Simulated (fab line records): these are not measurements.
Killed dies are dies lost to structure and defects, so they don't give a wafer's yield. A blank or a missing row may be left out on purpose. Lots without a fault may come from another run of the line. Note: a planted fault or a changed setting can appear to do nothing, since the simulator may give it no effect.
Matching of chambers :: flow n5_finfet :: 4 sister chambers for N5_BEOL_M2_DESCUM_16 on rie_diel-06
The step chemistry O2, time 7 s. 4 wafers are shown with their chamber, then 8 later ones without.

EACH WAFER AND ITS CHAMBER
wafer: L082.3
chamber: 3
drypump_motor_current_A (A): 5.2

wafer: L085.1
chamber: 2
drypump_motor_current_A (A): 6.2

wafer: L085.3
chamber: 1
drypump_motor_current_A (A): 5.4

wafer: L088.1
chamber: 0
drypump_motor_current_A (A): 5.8

WAFERS WITHOUT THEIR CHAMBER
wafer: L088.4
drypump_motor_current_A (A): 6.3

wafer: L088.5
drypump_motor_current_A (A): 6.3

wafer: L092.1
drypump_motor_current_A (A): 6.2

wafer: L092.2
drypump_motor_current_A (A): 5.2

wafer: L092.5
drypump_motor_current_A (A): 5.4

wafer: L093.1
drypump_motor_current_A (A): 6.3

wafer: L093.2
drypump_motor_current_A (A): 5.8

wafer: L093.5
drypump_motor_current_A (A): 5.8

CHAMBER TAKEN BY EACH
wafer: L088.4
from the rows above: 2
in truth: 2

wafer: L088.5
from the rows above: 2
in truth: 2

wafer: L092.1
from the rows above: 2
in truth: 2

wafer: L092.2
from the rows above: 3
in truth: 3

wafer: L092.5
from the rows above: 1
in truth: 1

wafer: L093.1
from the rows above: 2
in truth: 2

wafer: L093.2
from the rows above: 0
in truth: 0

wafer: L093.5
from the rows above: 0
in truth: 0
Placed correctly: 8 of 8. Not placeable from these rows: 0. Number placed wrongly: 0.
How it was worked out, from the rows above alone: a wafer's distance from a chamber is the root of the sum, over the readings, of the square of ((its reading less the chamber's mean) divided by the reading's scatter). The wafer belongs to the nearest chamber; if the next one is less than 2 further off, it can't be placed. For every chamber, the mean is computed from those of its wafers that are shown. The scatter: with one shown wafer a chamber, the root of the mean of the squares of how far each hidden wafer lies from its nearest shown one.
